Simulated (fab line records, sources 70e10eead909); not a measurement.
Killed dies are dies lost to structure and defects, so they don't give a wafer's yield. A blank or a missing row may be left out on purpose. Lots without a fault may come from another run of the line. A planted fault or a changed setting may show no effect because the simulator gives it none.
fab line records | flow nand_harc
record lots=23 wafers=69 last_day=25
route steps=1159 shown A_CHANNEL_HOLE_D1@472 A_STAIRCASE@557
lots that met no fault: from a run of the same line without faults
start_h: hours from the record's first day to the start of the lot's first wafer shown | wait_h: hours since the lot's step before | " the same as in the row above | L1.1+2: a row that stands for several wafers | - no value, or no start given | * or withheld: withheld | < > ~ a bound
route shown NAME@n: a module of which the file shows steps, and the number in the route of the first | usual: mean/standard deviation of fault-free wafers | same: alike in all rows | chamber/n: place in a boat | sites: the reading at each site | _std_site: their standard deviation | _edge_site: outer sites' mean less inner sites' | radius_mm: how far each site lies from the wafer's centre | mask NAME#n: copy n | behind: the tool/chamber that last shaped the wafer | hold: why the lot was held/for how many hours/how that ended | device: the transistor (n, p or np) that didn't switch | end of line: the same wafers' tests at the end of the route | a step without rows: its recipe alone | killed: dies lost to structure and defects at the first sort, not the wafer's yield | map: a wafer's dies, x killed, . not, _ none there
set.NAME: the setting as run; set.NAME@STEP: as run at that earlier step | model.NAME: the simulator's own value behind a step, which no gauge read
steps of the route over a sample of lots; a table a step, a row a wafer
services: from which hour (start_h, from the record's first day; less than 0 if before it) a tool's chamber was out of use, for how many hours, and why
## steps
# step NHARC_A_CHANNEL_HOLE_D1_ETCH_20
# recipe bias_v=3000 source_w=withheld pressure_mtorr=20 time_s=361.9 ar_flow_sccm=375 c4f8_flow_sccm=89.3 o2_flow_sccm=35.7 temp_c=-20 target_depth_a=16000 chemistry=C4F8/O2/Ar
# usual c4f8_flow_sccm=89.33/0.25 drypump_motor_current_A=5.81/0.2 showerhead_plenum_p_Torr=3.69/0.15 throttle_valve_pct=32.155/0.0095
# columns lot.wafer tool chamber start_h wait_h c4f8_flow_sccm drypump_motor_current_A rf_hours_counter_h showerhead_plenum_p_Torr throttle_valve_pct
L074.1 har_etch-02 0 176.88 0.1 88.80 5.64 96 3.88 32.139
L074.2 " 1 " " 89.29 5.79 96 3.53 32.140
L074.6 " 1 " " 89.59 5.80 - 3.53 32.149
L076.2 har_etch-01 0 182.04 0.1 89.42 6.16 195 3.59 32.162
L076.1 " 1 " " 89.16 5.67 195 3.82 32.152
L076.5 " 0 " " 89.20 6.17 - 3.59 32.161
L075.4 har_etch-02 0 183.76 0.2 89.22 5.62 - 3.88 32.150
L075.6 " 1 " " 89.55 5.79 - 3.53 32.153
L075.5 " 0 " " 89.18 5.62 - 3.88 32.145
L078.2 har_etch-02 1 200.99 0.1 89.20 5.76 105 3.52 32.149
L078.4 " 1 " " 89.21 5.77 - 3.52 32.169
L078.3 " 0 " " 89.37 5.62 - 3.87 32.136
L077.1 har_etch-01 1 201.16 0.1 89.34 5.74 202 3.82 32.151
L077.6 " 1 " " 89.35 5.70 - 3.82 32.142
L077.5 " 0 " " 89.28 6.19 - 3.59 32.175
L079.1 har_etch-02 1 205.56 0.1 89.16 5.80 109 3.52 32.148
L079.4 " 1 " " 88.55 5.82 - 3.52 32.177
L079.3 " 0 " " 89.45 5.61 - 3.87 32.145
L080.3 har_etch-01 1 205.81 0.2 89.28 5.75 - 3.82 32.147
L080.5 " 1 " " 89.25 5.73 - 3.82 32.150
L080.6 " 0 " " 89.42 6.16 - 3.59 32.154
L081.2 har_etch-01 1 216.43 0.1 89.14 5.71 210 3.81 32.149
L081.4 " 0 " " 89.47 6.18 - 3.59 32.157
L081.5 " 0 " " 89.37 6.15 - 3.59 32.157
L083.1 har_etch-02 0 227.87 0.1 89.05 5.62 116 3.87 32.162
L083.4 " 1 " " 89.40 5.81 - 3.52 32.164
L083.6 " 1 " " 89.60 5.78 - 3.52 32.170
L082.1 har_etch-01 1 229.54 0.1 88.92 5.68 215 3.81 32.157
L082.2 " 0 " " 89.32 6.18 215 3.58 32.168
L082.3 " 1 " " 88.77 5.69 - 3.81 32.165
L084.2 har_etch-02 0 231.97 0.1 89.36 5.62 120 3.86 32.162
L084.4 " 0 " " 89.06 5.62 - 3.87 32.157
L084.6 " 0 " " 89.17 5.62 - 3.87 32.151
L085.2 har_etch-02 0 257.55 0.1 89.60 5.65 130 3.86 32.164
L085.1 " 1 " " 88.99 5.77 130 3.51 32.159
L085.4 " 1 " " 88.97 5.79 - 3.51 32.154
L088.4 har_etch-01 1 258.12 0.2 89.40 5.71 - 3.80 32.159
L088.6 " 1 " " 89.58 5.70 - 3.80 32.147
L088.5 " 0 " " 88.93 6.16 - 3.58 32.174
L086.1 har_etch-02 0 265.69 0.1 89.06 5.62 134 3.86 32.153
L086.4 " 0 " " 88.92 5.61 - 3.86 32.168
L086.5 " 0 " " 89.22 5.61 - 3.86 32.155
L090.1 har_etch-01 1 272.21 0.1 90.14 5.75 232 3.80 32.171
L090.2 " 0 " " 89.20 6.16 232 3.57 32.146
L090.4 " 0 " " 89.41 6.18 - 3.57 32.151
L089.2 har_etch-02 0 272.72 0.1 89.34 5.61 137 3.85 32.152
L089.1 " 1 " " 89.16 5.78 137 3.51 32.147
L089.5 " 1 " " 89.14 5.79 - 3.51 32.145
L091.2 har_etch-02 1 280.24 0.1 89.43 5.77 144 3.50 32.170
L091.3 " 0 " " 89.41 5.64 - 3.85 32.163
L091.6 " 0 " " 89.62 5.63 - 3.85 32.147
L092.1 har_etch-02 1 287.61 0.1 89.32 5.77 148 3.50 32.164
L092.4 " 1 " " 89.41 5.77 - 3.50 32.142
L092.3 " 0 " " 89.08 5.63 - 3.85 32.153
L093.3 har_etch-01 1 288.81 0.2 89.39 5.70 - 3.80 32.153
L093.5 " 0 " " 89.59 6.16 - 3.57 32.162
L093.6 " 1 " " 89.20 5.73 - 3.80 32.148
L095.3 har_etch-02 1 291.89 0.2 89.58 5.79 - 3.50 32.155
L095.6 " 1 " " 89.48 5.79 - 3.50 32.152
L095.5 " 0 " " 89.44 5.61 - 3.85 32.144
L094.2 har_etch-01 0 293.97 0.1 89.11 6.18 245 3.57 32.158
L094.1 " 1 " " 89.55 5.74 245 3.79 32.140
L094.6 " 0 " " 89.61 6.21 - 3.57 32.151
L096.1 har_etch-02 0 312.73 0.1 89.33 5.61 161 3.84 32.143
L096.2 " 1 " " 89.56 5.81 161 3.49 32.137
L096.4 " 0 " " 89.63 5.63 - 3.84 32.153
L097.1 har_etch-01 0 322.11 0.1 89.45 6.14 0 3.56 32.156
L097.2 " 1 " " 89.70 5.71 0 3.79 32.153
L097.4 " 0 " " 89.77 6.12 - 3.56 32.149
# step NHARC_A_CHANNEL_HOLE_D1_ETCH_22
# recipe bias_v=3000 source_w=withheld pressure_mtorr=20 time_s=666.7 ar_flow_sccm=375 c4f8_flow_sccm=89.3 o2_flow_sccm=35.7 temp_c=-20 target_depth_a=16000 chemistry=C4F8/O2/Ar
# usual c4f8_flow_sccm=89.28/0.3 drypump_motor_current_A=5.82/0.2 showerhead_plenum_p_Torr=3.69/0.15 throttle_valve_pct=32.155/0.0092
# columns lot.wafer tool chamber start_h wait_h c4f8_flow_sccm drypump_motor_current_A rf_hours_counter_h showerhead_plenum_p_Torr throttle_valve_pct
L074.1 har_etch-02 0 177.64 0.4 88.87 5.62 96 3.88 32.151
L074.2 " 1 " " 89.23 5.81 96 3.53 32.152
L074.6 " 1 " " 89.53 5.79 - 3.53 32.162
L076.2 har_etch-01 0 182.80 0.4 89.54 6.16 196 3.59 32.159
L076.1 " 1 " " 89.58 5.76 196 3.82 32.158
L076.5 " 0 " " 89.28 6.19 - 3.59 32.148
L075.4 har_etch-02 0 184.64 0.4 88.76 5.64 - 3.88 32.166
L075.6 " 1 " " 89.26 5.79 - 3.52 32.170
L075.5 " 0 " " 88.88 5.63 - 3.88 32.155
L078.2 har_etch-02 1 201.74 0.4 89.13 5.78 106 3.52 32.143
L078.4 " 1 " " 89.54 5.79 - 3.52 32.144
L078.3 " 0 " " 89.32 5.61 - 3.87 32.164
L077.1 har_etch-01 1 201.91 0.4 89.30 5.68 203 3.82 32.167
L077.6 " 1 " " 88.94 5.70 - 3.82 32.151
L077.5 " 0 " " 88.88 6.22 - 3.59 32.143
L079.1 har_etch-02 1 206.31 0.4 88.61 5.79 110 3.52 32.147
L079.4 " 1 " " 88.91 5.79 - 3.52 32.172
L079.3 " 0 " " 88.91 5.64 - 3.87 32.171
L080.3 har_etch-01 1 206.65 0.4 89.33 5.74 - 3.82 32.158
L080.5 " 1 " " 89.28 5.72 - 3.82 32.154
L080.6 " 0 " " 89.69 6.17 - 3.59 32.148
L081.2 har_etch-01 1 217.19 0.4 89.47 5.73 210 3.81 32.153
L081.4 " 0 " " 89.14 6.17 - 3.59 32.146
L081.5 " 0 " " 89.27 6.16 - 3.58 32.170
L083.1 har_etch-02 0 228.66 0.4 89.26 5.62 117 3.87 32.156
L083.4 " 1 " " 89.38 5.79 - 3.52 32.157
L083.6 " 1 " " 89.00 5.78 - 3.52 32.146
L082.1 har_etch-01 1 230.29 0.4 88.87 5.71 216 3.81 32.165
L082.2 " 0 " " 90.04 6.15 216 3.58 32.159
L082.3 " 1 " " 89.07 5.70 - 3.81 32.157
L084.2 har_etch-02 0 232.73 0.4 89.06 5.62 121 3.86 32.136
L084.4 " 0 " " 89.30 5.63 - 3.86 32.151
L084.6 " 0 " " 88.96 5.62 - 3.86 32.146
L085.2 har_etch-02 0 258.31 0.4 89.39 5.63 130 3.86 32.143
L085.1 " 1 " " 89.76 5.78 130 3.51 32.166
L085.4 " 1 " " 89.47 5.78 - 3.51 32.157
L088.4 har_etch-01 1 258.96 0.4 89.60 5.71 - 3.80 32.155
L088.6 " 1 " " 89.45 5.69 - 3.80 32.154
L088.5 " 0 " " 89.80 6.19 - 3.58 32.159
L086.1 har_etch-02 0 266.45 0.4 89.38 5.63 134 3.86 32.148
L086.4 " 0 " " 88.81 5.63 - 3.86 32.140
L086.5 " 0 " " 89.41 5.62 - 3.86 32.146
L090.1 har_etch-01 1 272.96 0.4 89.01 5.73 233 3.80 32.155
L090.2 " 0 " " 89.57 6.20 233 3.57 32.162
L090.4 " 0 " " 89.71 6.17 - 3.57 32.150
L089.2 har_etch-02 0 273.48 0.4 89.02 5.62 138 3.85 32.147
L089.1 " 1 " " 89.88 5.80 138 3.51 32.157
L089.5 " 1 " " 89.51 5.80 - 3.50 32.152
L091.2 har_etch-02 1 280.99 0.4 89.40 5.79 145 3.50 32.162
L091.3 " 0 " " 89.12 5.62 - 3.85 32.160
L091.6 " 0 " " 89.04 5.62 - 3.85 32.158
L092.1 har_etch-02 1 288.37 0.4 89.75 5.79 149 3.50 32.151
L092.4 " 1 " " 89.56 5.78 - 3.50 32.159
L092.3 " 0 " " 89.38 5.62 - 3.85 32.146
L093.3 har_etch-01 1 289.70 0.4 89.05 5.72 - 3.80 32.159
L093.5 " 0 " " 89.13 6.20 - 3.57 32.152
L093.6 " 1 " " 89.60 5.70 - 3.80 32.148
L095.3 har_etch-02 1 292.73 0.4 89.76 5.79 - 3.50 32.152
L095.6 " 1 " " 89.59 5.79 - 3.50 32.159
L095.5 " 0 " " 89.37 5.64 - 3.85 32.131
L094.2 har_etch-01 0 294.72 0.4 89.58 6.17 246 3.57 32.155
L094.1 " 1 " " 89.55 5.74 246 3.79 32.148
L094.6 " 0 " " 89.49 6.21 - 3.57 32.167
L096.1 har_etch-02 0 313.48 0.4 88.90 5.63 161 3.84 32.173
L096.2 " 1 " " 89.77 5.80 161 3.49 32.148
L096.4 " 0 " " 89.47 5.63 - 3.84 32.160
L097.1 har_etch-01 0 322.88 0.4 89.28 6.15 1 3.56 32.177
L097.2 " 1 " " 89.06 5.72 1 3.79 32.152
L097.4 " 0 " " 89.14 6.14 - 3.56 32.154
# step NHARC_A_CHANNEL_HOLE_D1_INSPECT_40
# usual raw_defect_count=58/17
# columns lot.wafer tool chamber start_h wait_h raw_defect_count
L074.1 defect_inspect-01 - 182.48 - 65
L074.2 " - " " 41
L074.6 " - " " 46
L076.1 defect_inspect-02 - 187.64 - 80
L076.2 " - " " 47
L076.5 " - " " 46
L075.4 defect_inspect-01 - 189.35 - 60
L075.5 " - " " 46
L075.6 " - " " 56
L078.2 defect_inspect-02 - 206.57 - 25
L078.3 " - " " 51
L078.4 " - " " 40
L077.1 defect_inspect-01 - 206.75 - 40
L077.5 " - " " 36
L077.6 " - " " 43
L079.1 defect_inspect-02 - 211.14 - 60
L079.3 " - " " 56
L079.4 " - " " 83
L080.3 defect_inspect-02 - 211.34 - 48
L080.5 " - " " 41
L080.6 " - " " 75
L081.2 defect_inspect-01 - 222.03 - 57
L081.4 " - " " 69
L081.5 " - " " 65
L083.1 defect_inspect-01 - 233.39 - 73
L083.4 " - " " 42
L083.6 " - " " 51
L082.1 defect_inspect-02 - 235.13 - 73
L082.2 " - " " 62
L082.3 " - " " 69
L084.2 defect_inspect-01 - 237.56 - 29
L084.4 " - " " 33
L084.6 " - " " 33
L085.1 defect_inspect-01 - 263.15 - 58
L085.2 " - " " 35
L085.4 " - " " 43
L088.4 defect_inspect-02 - 263.62 - 85
L088.5 " - " " 67
L088.6 " - " " 72
L086.1 defect_inspect-01 - 271.30 - 67
L086.4 " - " " 80
L086.5 " - " " 41
L090.1 defect_inspect-02 - 277.78 - 56
L090.2 " - " " 75
L090.4 " - " " 62
L089.1 defect_inspect-01 - 278.32 - 59
L089.2 " - " " 45
L089.5 " - " " 41
L091.2 defect_inspect-02 - 285.83 - 74
L091.3 " - " " 58
L091.6 " - " " 56
L092.1 defect_inspect-02 - 293.35 - 48
L092.3 " - " " 67
L092.4 " - " " 36
L093.3 defect_inspect-02 - 294.74 - 67
L093.5 " - " " 60
L093.6 " - " " 80
L095.3 defect_inspect-02 - 297.40 - 58
L095.5 " - " " 48
L095.6 " - " " 27
L094.1 defect_inspect-02 - 299.57 - 109
L094.2 " - " " 97
L094.6 " - " " 82
L096.1 defect_inspect-02 - 318.33 - 59
L096.2 " - " " 63
L096.4 " - " " 52
L097.1 defect_inspect-01 - 327.77 - 32
L097.2 " - " " 46
L097.4 " - " " 26
# step NHARC_A_STAIRCASE_TRIM_20
# recipe time_s=211.2 o2_flow_sccm=500 ar_flow_sccm=0 bias_w=0 chemistry=O2
# usual drypump_motor_current_A=5.8/0.36 oes_product_au=1.001/0.0098 rf_vpp_V=57.7/0.77 showerhead_plenum_p_Torr=3.51/0.13 throttle_valve_pct=17.037/0.0091
# columns lot.wafer tool chamber start_h wait_h drypump_motor_current_A oes_product_au rf_hours_counter_h rf_vpp_V showerhead_plenum_p_Torr throttle_valve_pct
L074.2 rie_diel-11 0 242.89 0.1 6.1 1.001 9 58.2 3.57 17.049
L074.1 " 1 " " 5.8 0.993 18 57.7 3.57 17.038
L074.6 " 3 " " 5.5 0.993 - 59.8 3.59 17.029
L076.1 rie_diel-03 3 243.37 0.1 5.7 0.985 8 58.7 3.40 17.044
L076.2 " 0 " " 5.9 1.003 8 57.7 3.53 17.031
L076.5 " 1 " " 5.7 1.002 - 57.9 3.56 17.043
L075.4 rie_diel-02 3 243.83 0.1 6.5 0.994 33 58.1 3.28 17.035
L075.6 " 1 " " 5.1 1.016 - 59.0 3.28 17.043
L075.5 " 2 " " 5.7 1.010 - 58.7 3.45 17.038
L078.2 rie_diel-11 2 260.76 0.1 5.4 1.004 23 57.5 3.68 17.038
L078.3 " 3 " " 5.5 0.998 23 57.4 3.58 17.038
L078.4 " 0 " " 6.1 0.990 16 57.5 3.57 17.052
L077.1 rie_diel-02 2 261.06 0.1 5.7 1.001 38 57.3 3.44 17.028
L077.6 " 2 " " 5.7 1.007 - 56.6 3.44 17.042
L077.5 " 3 " " 6.5 0.996 - 57.5 3.28 17.040
L079.3 rie_diel-02 2 266.68 0.1 5.7 1.009 41 56.8 3.44 17.024
L079.1 " 3 " " 6.5 1.001 40 58.2 3.27 17.041
L079.4 " 0 " " 6.3 0.996 36 57.6 3.44 17.043
L080.3 rie_diel-02 3 267.25 0.2 6.5 1.003 41 58.1 3.27 17.038
L080.6 " 0 " " 6.3 1.004 - 57.2 3.44 17.056
L080.5 " 1 " " 5.1 1.023 - 58.1 3.28 17.039
L081.2 rie_diel-11 3 273.61 0.1 5.5 1.013 29 57.7 3.58 17.040
L081.4 " 2 " " 5.4 1.010 28 58.3 3.68 17.045
L081.5 " 0 " " 6.1 1.001 - 57.0 3.56 17.039
L082.3 rie_diel-11 2 285.94 0.1 5.3 1.020 31 57.2 3.68 17.026
L082.2 " 3 " " 5.5 1.001 33 58.6 3.58 17.047
L082.1 " 0 " " 6.1 1.007 25 58.2 3.56 17.022
L083.1 rie_diel-02 0 286.20 0.1 6.3 0.990 45 58.6 3.43 17.043
L083.4 " 3 " " 6.5 1.003 48 57.0 3.27 17.041
L083.6 " 1 " " 5.1 1.002 - 56.8 3.28 17.023
L084.4 rie_diel-02 1 293.25 0.1 5.1 1.014 48 57.0 3.27 17.026
L084.2 " 2 " " 5.7 1.020 51 57.4 3.44 17.028
L084.6 " 2 " " 5.7 1.009 - 57.7 3.44 17.030
L088.4 rie_diel-11 2 316.55 0.1 5.4 1.014 43 57.4 3.67 17.039
L088.5 " 1 " " 5.8 1.002 - 56.8 3.56 17.034
L088.6 " 2 " " 5.3 1.010 - 58.4 3.67 17.038
L085.1 rie_diel-03 3 319.98 0.1 5.7 0.991 35 57.5 3.38 17.025
L085.4 " 0 " " 5.9 0.998 31 57.3 3.52 17.037
L085.2 " 1 " " 5.6 1.009 29 56.3 3.55 17.048
L086.1 rie_diel-02 1 325.13 0.1 5.1 1.016 58 58.1 3.27 17.022
L086.4 " 2 " " 5.7 1.015 60 57.5 3.43 17.029
L086.5 " 1 " " 5.1 1.020 - 57.0 3.27 17.053
L089.2 rie_diel-03 1 334.39 0.1 5.7 1.009 35 57.9 3.54 17.037
L089.1 " 3 " " 5.7 0.992 42 57.1 3.38 17.015
L089.5 " 1 " " 5.7 1.005 - 57.8 3.54 17.030
L090.1 rie_diel-03 2 334.67 0.1 5.9 0.986 38 58.9 3.65 17.039
L090.4 " 3 " " 5.7 0.988 42 57.9 3.38 17.028
L090.2 " 0 " " 5.9 0.993 38 57.3 3.52 17.037
L091.2 rie_diel-03 2 338.89 0.1 5.9 0.998 40 58.2 3.65 17.023
L091.3 " 0 " " 5.9 0.994 40 56.8 3.51 17.034
L091.6 " 1 " " 5.6 0.997 - 58.4 3.54 17.030
L092.3 rie_diel-11 3 347.11 0.1 5.5 0.995 58 57.5 3.57 17.043
L092.1 " 0 " " 6.1 0.997 46 58.3 3.55 17.038
L092.4 " 1 " " 5.8 0.991 53 58.4 3.55 17.037
L093.3 rie_diel-11 2 348.34 0.1 5.4 1.010 57 57.5 3.66 17.037
L093.5 " 2 " " 5.4 0.993 - 58.7 3.66 17.041
L093.6 " 3 " " 5.5 1.002 - 57.6 3.57 17.033
L095.3 rie_diel-03 2 350.82 0.1 5.9 1.004 45 57.7 3.65 17.044
L095.6 " 1 " " 5.6 1.014 - 57.4 3.54 17.033
L095.5 " 2 " " 5.9 0.990 - 58.6 3.65 17.040
L094.1 rie_diel-11 1 351.38 0.1 5.8 1.006 55 56.8 3.55 17.040
L094.2 " 2 " " 5.4 1.014 58 57.6 3.66 17.050
L094.6 " 1 " " 5.8 1.009 - 58.6 3.55 17.039
L096.4 rie_diel-03 1 374.55 0.1 5.7 1.006 50 58.0 3.54 17.053
L096.1 " 2 " " 5.9 0.986 53 58.3 3.64 17.036
L096.2 " 3 " " 5.7 0.990 54 57.0 3.37 17.030
L097.4 rie_diel-11 0 383.57 0.1 6.1 1.007 2 57.7 3.55 17.048
L097.1 " 1 " " 5.8 1.005 3 57.7 3.55 17.036
L097.2 " 2 " " 5.4 1.004 3 58.2 3.66 17.031
# step NHARC_A_STAIRCASE_TRIM_24
# recipe time_s=211.2 o2_flow_sccm=500 ar_flow_sccm=0 bias_w=0 chemistry=O2
# usual drypump_motor_current_A=5.8/0.36 oes_product_au=1.000/0.0099 rf_vpp_V=57.8/0.85 showerhead_plenum_p_Torr=3.50/0.12 throttle_valve_pct=17.037/0.009
# columns lot.wafer tool chamber start_h wait_h drypump_motor_current_A oes_product_au rf_hours_counter_h rf_vpp_V showerhead_plenum_p_Torr throttle_valve_pct
L074.2 rie_diel-11 3 - - 5.5 1.000 18 57.1 3.59 17.045
L074.1 " 0 " " 6.1 1.006 9 59.5 3.57 17.034
L074.6 " 3 " " 5.5 0.998 - 58.5 3.59 17.020
L076.2 rie_diel-03 1 - - 5.7 0.985 8 58.3 3.56 17.045
L076.1 " 3 " " 5.7 0.982 8 57.9 3.40 17.040
L076.5 " 1 " " 5.6 0.988 - 57.8 3.56 17.036
L075.4 rie_diel-02 0 - - 6.3 0.986 30 58.2 3.44 17.024
L075.6 " 0 " " 6.3 0.995 - 56.9 3.44 17.042
L075.5 " 1 " " 5.1 1.014 - 57.9 3.28 17.038
L078.2 rie_diel-11 2 - - 5.4 1.006 23 57.7 3.68 17.040
L078.4 " 3 " " 5.5 0.996 24 57.9 3.59 17.026
L078.3 " 0 " " 6.1 0.996 16 59.3 3.57 17.041
L077.1 rie_diel-02 2 - - 5.7 1.012 39 58.0 3.44 17.026
L077.5 " 2 " " 5.7 1.013 - 57.1 3.44 17.039
L077.6 " 3 " " 6.5 0.997 - 56.4 3.28 17.039
L079.1 rie_diel-02 0 - - 6.3 0.993 38 56.6 3.44 17.041
L079.4 " 1 " " 5.1 1.014 38 56.8 3.28 17.032
L079.3 " 2 " " 5.7 1.016 42 57.0 3.44 17.044
L080.3 rie_diel-02 1 - - 5.1 1.007 38 57.4 3.28 17.039
L080.5 " 1 " " 5.1 1.014 - 58.3 3.28 17.046
L080.6 " 2 " " 5.7 1.002 - 55.8 3.44 17.046
L081.2 rie_diel-11 0 - - 6.1 0.995 22 58.3 3.56 17.034
L081.4 " 3 " " 5.5 0.991 29 58.1 3.58 17.022
L081.5 " 0 " " 6.1 0.990 - 57.8 3.56 17.034
L082.1 rie_diel-11 2 - - 5.4 1.020 31 56.6 3.68 17.044
L082.3 " 0 " " 6.1 1.008 25 58.4 3.56 17.040
L082.2 " 1 " " 5.9 0.994 32 57.7 3.57 17.041
L083.4 rie_diel-02 0 - - 6.3 0.985 45 57.4 3.43 17.036
L083.1 " 3 " " 6.4 1.003 49 57.8 3.27 17.029
L083.6 " 0 " " 6.3 0.988 - 57.9 3.43 17.038
L084.4 rie_diel-02 2 - - 5.6 0.999 52 57.7 3.44 17.036
L084.2 " 0 " " 6.3 0.984 48 56.3 3.43 17.036
L084.6 " 1 " " 5.1 1.018 - 58.5 3.27 17.042
L088.4 rie_diel-11 3 - - 5.6 0.991 44 57.6 3.57 17.039
L088.6 " 3 " " 5.5 1.004 - 58.3 3.57 17.047
L088.5 " 0 " " 6.1 0.996 - 57.9 3.56 17.046
L085.2 rie_diel-03 0 - - 5.9 0.999 32 57.0 3.52 17.025
L085.4 " 1 " " 5.6 1.000 29 57.4 3.55 17.056
L085.1 " 2 " " 5.9 0.986 32 57.0 3.66 17.024
L086.1 rie_diel-02 0 - - 6.3 0.993 58 58.0 3.43 17.016
L086.4 " 2 " " 5.7 1.007 61 57.4 3.43 17.009
L086.5 " 0 " " 6.3 0.988 - 58.4 3.43 17.026
L089.2 rie_diel-03 0 - - 5.9 1.015 39 58.7 3.51 17.029
L089.1 " 1 " " 5.7 1.006 36 58.5 3.54 17.026
L089.5 " 2 " " 5.9 0.980 - 59.0 3.65 17.046
L090.2 rie_diel-03 3 - - 5.7 0.991 42 58.1 3.38 17.026
L090.4 " 0 " " 5.9 0.993 39 58.8 3.51 17.027
L090.1 " 1 " " 5.7 1.005 36 57.0 3.54 17.030
L091.2 rie_diel-03 1 - - 5.6 1.001 38 58.4 3.54 17.045
L091.3 " 2 " " 5.9 0.985 41 58.0 3.65 17.046
L091.6 " 1 " " 5.6 1.004 - 59.7 3.54 17.048
L092.1 rie_diel-11 2 - - 5.4 1.010 57 57.8 3.66 17.026
L092.3 " 3 " " 5.5 0.998 58 58.8 3.57 17.045
L092.4 " 0 " " 6.1 1.002 46 58.2 3.55 17.041
L093.3 rie_diel-11 2 - - 5.4 1.016 57 58.8 3.66 17.041
L093.5 " 1 " " 5.9 1.000 - 59.2 3.55 17.042
L093.6 " 2 " " 5.4 1.006 - 57.8 3.66 17.042
L095.3 rie_diel-03 3 - - 5.7 0.988 49 57.6 3.37 17.037
L095.6 " 1 " " 5.7 1.004 - 57.6 3.54 17.038
L095.5 " 2 " " 5.9 0.983 - 58.7 3.65 17.041
L094.2 rie_diel-11 3 - - 5.5 1.007 60 58.8 3.56 17.032
L094.1 " 0 " " 6.1 1.004 49 57.1 3.55 17.038
L094.6 " 0 " " 6.1 1.001 - 58.7 3.55 17.051
L096.2 rie_diel-03 3 - - 5.7 0.993 55 58.1 3.37 17.048
L096.4 " 0 " " 5.9 1.000 51 57.3 3.51 17.022
L096.1 " 1 " " 5.7 0.999 50 57.3 3.54 17.035
L097.4 rie_diel-11 2 - - 5.4 1.006 3 56.4 3.66 17.031
L097.1 " 3 " " 5.5 0.989 2 58.3 3.56 17.029
L097.2 " 0 " " 6.1 0.999 2 57.9 3.54 17.042
# step NHARC_A_STAIRCASE_ETCH_192
# recipe target_depth_a=1000 time_s=40.5 ion_energy_ev=400 c4f8_flow_sccm=20 o2_flow_sccm=10 ar_flow_sccm=withheld rf_w=600 bias_w=1000 chemistry=C4F8/O2
# usual oes_product_au=0.947/0.015 rf_vpp_V=896/4
# columns lot.wafer tool chamber start_h wait_h oes_product_au rf_hours_counter_h rf_vpp_V
L076.2 rie_diel-03 1 - - 0.949 9 896
L076.1 " 3 " " 0.939 9 891
L076.5 " 1 " " 0.954 - 898
L074.2 rie_diel-02 3 - - 0.960 34 887
L074.1 " 0 " " 0.955 30 892
L074.6 " 0 " " 0.945 - 893
L075.4 rie_diel-11 0 - - 0.943 11 898
L075.5 " 2 " " 0.948 - 903
L075.6 " 3 " " 0.935 - 897
L078.4 rie_diel-02 1 - - 0.936 36 887
L078.3 " 3 " " 0.943 39 887
L078.2 " 0 " " 0.930 35 894
L077.1 rie_diel-11 2 - - 0.945 24 901
L077.6 " 0 " " 0.942 - 897
L077.5 " 1 " " 0.931 - 895
L079.1 rie_diel-02 1 - - 0.962 39 887
L079.3 " 3 " " 0.944 43 887
L079.4 " 0 " " 0.940 39 893
L080.3 rie_diel-11 3 - - 0.946 28 899
L080.5 " 0 " " 0.958 - 897
L080.6 " 1 " " 0.933 - 897
L081.2 rie_diel-11 0 - - 0.951 22 897
L081.4 " 1 " " 0.941 29 897
L081.5 " 2 " " 0.950 - 902
L082.2 rie_diel-11 0 - - 0.950 26 896
L082.3 " 1 " " 0.940 32 898
L082.1 " 3 " " 0.942 33 897
L083.4 rie_diel-03 1 - - 0.951 20 896
L083.1 " 2 " " 0.937 21 900
L083.6 " 0 " " 0.941 - 896
L084.4 rie_diel-03 1 - - 0.935 23 897
L084.2 " 3 " " 0.946 26 890
L084.6 " 0 " " 0.939 - 895
L088.4 rie_diel-03 1 - - 0.952 29 896
L088.6 " 0 " " 0.954 - 895
L088.5 " 1 " " 0.960 - 897
L085.1 rie_diel-11 3 - - 0.950 46 898
L085.4 " 0 " " 0.947 35 898
L085.2 " 2 " " 0.950 45 900
L086.1 rie_diel-11 0 - - 0.945 36 897
L086.4 " 1 " " 0.940 44 896
L086.5 " 3 " " 0.954 - 897
L089.1 rie_diel-11 3 - - 0.941 54 897
L089.2 " 0 " " 0.942 41 897
L089.5 " 3 " " 0.941 - 897
L090.1 rie_diel-03 2 - - 0.929 40 901
L090.4 " 3 " " 0.920 44 891
L090.2 " 0 " " 0.930 40 894
L091.2 rie_diel-03 3 - - 0.919 45 890
L091.3 " 0 " " 0.941 41 895
L091.6 " 3 " " 0.918 - 890
L092.4 rie_diel-11 2 - - 0.949 58 901
L092.1 " 3 " " 0.936 59 897
L092.3 " 1 " " 0.936 55 897
L093.3 rie_diel-03 2 - - 0.936 46 902
L093.6 " 2 " " 0.937 - 901
L093.5 " 3 " " 0.933 - 890
L095.3 rie_diel-11 3 - - 0.943 61 897
L095.5 " 1 " " 0.942 - 898
L095.6 " 2 " " 0.955 - 900
L094.1 rie_diel-11 1 - - 0.933 57 897
L094.2 " 2 " " 0.958 60 902
L094.6 " 0 " " 0.950 - 896
L096.2 rie_diel-02 1 - - 0.940 17 906
L096.4 " 2 " " 0.964 16 892
L096.1 " 3 " " 0.941 14 906
L097.4 rie_diel-11 3 - - 0.961 3 898
L097.1 " 0 " " 0.949 3 896
L097.2 " 2 " " 0.963 4 901
## services
# columns tool chamber start_h hours kind
rie_diel-11 - 153.86 0.4 repair
rie_diel-11 0 171.42 - clean
rie_diel-11 1 171.42 - clean
rie_diel-11 2 171.42 - clean
rie_diel-11 3 171.42 - clean
rie_diel-11 2 188.43 10.9 repair
rie_diel-11 - 191.53 9.0 pm
rie_diel-11 0 191.53 9.0 vent_cycle
rie_diel-11 1 191.53 9.0 vent_cycle
rie_diel-11 3 191.53 9.0 vent_cycle
rie_diel-11 0 200.53 - clean
rie_diel-03 - 215.40 9.0 pm
rie_diel-11 0 223.77 14.4 repair
rie_diel-03 2 233.58 4.2 repair
rie_diel-03 0 259.93 7.7 repair
rie_diel-03 1 267.17 12.7 repair
rie_diel-11 - 272.47 0.4 repair
har_etch-02 - 302.23 5.8 repair
har_etch-01 - 305.00 17.0 pm
rie_diel-02 - 328.06 9.0 pm
rie_diel-11 - 339.93 0.7 repair
har_etch-02 - 354.44 2.6 repair
rie_diel-03 1 362.93 8.5 repair
rie_diel-11 - 368.53 9.0 pm
## key
fault none
